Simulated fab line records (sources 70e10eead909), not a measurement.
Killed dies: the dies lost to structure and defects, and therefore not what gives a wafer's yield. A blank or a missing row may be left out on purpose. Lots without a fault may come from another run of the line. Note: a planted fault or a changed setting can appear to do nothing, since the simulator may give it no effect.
Problem report, 8D (eight disciplines) form, completed by code + flow nand harc + the parts of the form that need people (team, actions taken, sign-off) are left out

1. PROBLEM STATEMENT
At NHARC_A_CONTACT_CD_MEAS_69, cd nm averages 291.4 nm over 6 wafers from 2 lots, while fault-free wafers read 299.8 nm, standard deviation 0.5. That puts it -17 standard deviations away from the usual mean.
The step: target cd 300 nm.
First seen on wafer L465.1, day 30 03:55, on cd sem-02. At this step, 36 wafers from 12 lots have a number in the record. By rule, "out" or "out of limits" means more than 4 standard deviations away from the usual mean. The rest of the wafers with a number are treated as sound.

2. WHAT IT IS, AND WHAT IT ISN'T
| question                    | is                     | is not                                                     |
|-----------------------------|------------------------|------------------------------------------------------------|
| which readings at this step | cd nm                  | -                                                          |
| which lots                  | L465, L469             | L448, L451, L452, L454, L455, L457, L459, L460, L461, L464 |
| which wafers of those lots  | all that have a number | -                                                          |
| read on which gauges        | cd sem-02              | cd sem-01, cd sem-03                                       |
| when                        | from day 30 03:55      | up to then (30 sound wafers)                               |

3. SUSPECTS, AND WHAT RULES EACH OUT
Counting: a tool stays on the suspect list if, at a process step up to the reading, it processed all lots that are out and no sound lot following the first of them.
- the gauge at NHARC_A_CONTACT_CD_MEAS_69 is ruled out. All the wafers that are out were read on cd sem-02, but those of them that NHARC_A_CONTACT_EXPOSE_66 has rows for are out there too, on other tools.
- har cap etch-03 at NHARC_A_CONTACT_ETCH_115 (etches the open film in C4F8/O2/Ar, time 190 s, target depth 1850 nm): kept. All lots that are out passed through it, beginning with L465 at day 29 19:32, and no sound lot followed; its final sound lot before that point was L461 at day 27 22:47.
- har cap etch-03 at NHARC_A_CONTACT_ETCH_123 (etches the open film in C4F8/O2/Ar, time 490 s, target depth 2110 nm): kept. All lots that are out passed through it, beginning with L465 at day 29 21:21, and no sound lot followed; its final sound lot before that point was L461 at day 28 00:16.
- arfi scanner-03 at NHARC_A_CONTACT_EXPOSE_66 (exposes mask A CC 2): kept. All lots that are out passed through it, beginning with L465 at day 30 03:47, and no sound lot followed; its final sound lot before that point was L459 at day 28 09:25. Out on those wafers are its own readings of exposure dose mJ cm2.
The count leaves har cap etch-03 at NHARC_A_CONTACT_ETCH_115, har cap etch-03 at NHARC_A_CONTACT_ETCH_123, and arfi scanner-03 at NHARC_A_CONTACT_EXPOSE_66.

4. THE CAUSE (what the simulator had put in)
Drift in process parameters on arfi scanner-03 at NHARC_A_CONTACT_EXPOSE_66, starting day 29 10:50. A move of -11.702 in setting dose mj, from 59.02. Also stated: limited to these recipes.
Of the 3 suspects that counting leaves, this tool is one.

5. THE EFFECT CHAIN, in route order
One row per reading whose mean, taken over the struck wafers that have a number, lies over 3 standard deviations from the usual. Only readings whose record carries a usual standard deviation are examined. hours: median over the lots of the time between each lot's start at the first step of this table that gives one and its start at this step. sigmas: the change, counted in usual standard deviations.
| hours | step                       | reading              | usual    | on struck wafers | change | sigmas |
|-------|----------------------------|----------------------|----------|------------------|--------|--------|
| 0     | NHARC_A_CONTACT_EXPOSE_66  | exposure dose mJ cm2 | 59.1     | 48.3             | -10.8  | -28    |
| 0     | NHARC_A_CONTACT_CD_MEAS_69 | cd nm                | 299.8 nm | 291.4            | -8.4   | -17    |
Here are the process steps it includes:
- NHARC_A_CONTACT_EXPOSE_66: exposes mask A CC 2.

6. WHAT WOULD HAVE CAUGHT IT SOONER
The first out-of-limits reading at a measuring or inspecting step in this record came at day 30 03:55, 17 hours after the fault's start at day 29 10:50.
At NHARC_A_CONTACT_EXPOSE_66, the tool's own readings (exposure dose mJ cm2) were out on each struck wafer the step has a row for, so an alarm limit on them would have fired on the first such wafer.
Lots out: 2; of these, L469 started NHARC_A_CONTACT_EXPOSE_66 on arfi scanner-03 after day 30 03:55. It would have been spared by a hold on the tool at that moment.
